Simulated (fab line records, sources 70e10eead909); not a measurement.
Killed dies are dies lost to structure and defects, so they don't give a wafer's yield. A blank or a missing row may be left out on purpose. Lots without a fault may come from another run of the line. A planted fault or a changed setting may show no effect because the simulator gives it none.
Chamber matching | flow nand_harc | NHARC_P_STI_CMP_21 on cmp-04: 4 sister chambers
The step polishes, t overpolish 20 s, target thk 380.67 nm. 24 wafers are shown with their chamber, then 12 later ones without.

WAFERS WITH THEIR CHAMBER
wafer  | chamber | motor_current_A (A) | overpolish_run_s (s)
L076.2 | 0       | 12.4                | 20.001
L076.4 | 1       | 13.4                | 19.997
L076.5 | 2       | 12.0                | 19.999
L078.1 | 3       | 11.1                | 19.986
L078.4 | 1       | 13.4                | 19.988
L078.6 | 1       | 12.7                | 19.990
L080.1 | 3       | 11.1                | 19.993
L080.2 | 1       | 12.9                | 20.001
L080.6 | 1       | 13.1                | 20.003
L082.3 | 0       | 12.3                | 20.013
L082.4 | 1       | 13.3                | 20.011
L082.6 | 3       | 11.2                | 20.006
L084.1 | 2       | 11.6                | 19.985
L084.5 | 2       | 12.3                | 20.000
L084.6 | 1       | 13.6                | 19.999
L085.2 | 0       | 12.0                | 19.991
L085.4 | 3       | 11.3                | 20.004
L085.6 | 2       | 11.8                | 20.007
L087.3 | 0       | 11.5                | 19.995
L087.4 | 1       | 13.8                | 20.012
L087.5 | 0       | 11.9                | 20.006
L088.1 | 3       | 10.9                | 19.987
L088.4 | 1       | 13.3                | 19.997
L088.6 | 0       | 12.0                | 20.007

SIGNATURES (means of the wafers above)
reading          | chamber 0 | chamber 1 | chamber 2 | chamber 3 | scatter within a chamber
motor_current_A  | 12.017    | 13.278    | 11.925    | 11.120    | 0.298
overpolish_run_s | 20.00217  | 19.99978  | 19.99775  | 19.99520  | 0.00859
Rule: a wafer's distance from a chamber is the root of the sum, over the readings, of the square of ((its reading less the chamber's mean) divided by the reading's scatter). The wafer belongs to the nearest chamber; if the next one is less than 2 further off, it can't be placed. The scatter: the root of (the sum of the squares of (reading less its chamber's mean) over the shown wafers, divided by (wafers less chambers)).

WAFERS WITHOUT THEIR CHAMBER
wafer  | motor_current_A (A) | overpolish_run_s (s)
L090.2 | 12.2                | 20.004
L090.4 | 13.4                | 19.988
L090.5 | 12.2                | 20.001
L091.3 | 11.5                | 20.009
L091.4 | 11.7                | 19.997
L091.5 | 12.2                | 20.015
L093.1 | 11.5                | 20.009
L093.2 | 12.3                | 19.999
L093.5 | 12.2                | 19.992
L096.1 | 12.4                | 19.993
L096.3 | 11.2                | 19.989
L096.5 | 12.0                | 19.996

WHICH CHAMBER EACH WENT THROUGH
wafer  | from the rows above          | in truth
L090.2 | can't be placed: 0 or 2      | 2
L090.4 | 1                            | 1
L090.5 | can't be placed: 0 or 2      | 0
L091.3 | can't be placed: 0 or 2 or 3 | 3
L091.4 | can't be placed: 2 or 0 or 3 | 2
L091.5 | can't be placed: 0 or 2      | 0
L093.1 | can't be placed: 0 or 2 or 3 | 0
L093.2 | can't be placed: 0 or 2      | 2
L093.5 | can't be placed: 2 or 0      | 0
L096.1 | can't be placed: 0 or 2 or 1 | 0
L096.3 | can't be placed: 3 or 2      | 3
L096.5 | can't be placed: 2 or 0      | 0
Placed correctly: 1 of 12. Can't be placed from these rows: 11 (the true chamber is among the candidates in 11). Placed wrongly: 0.
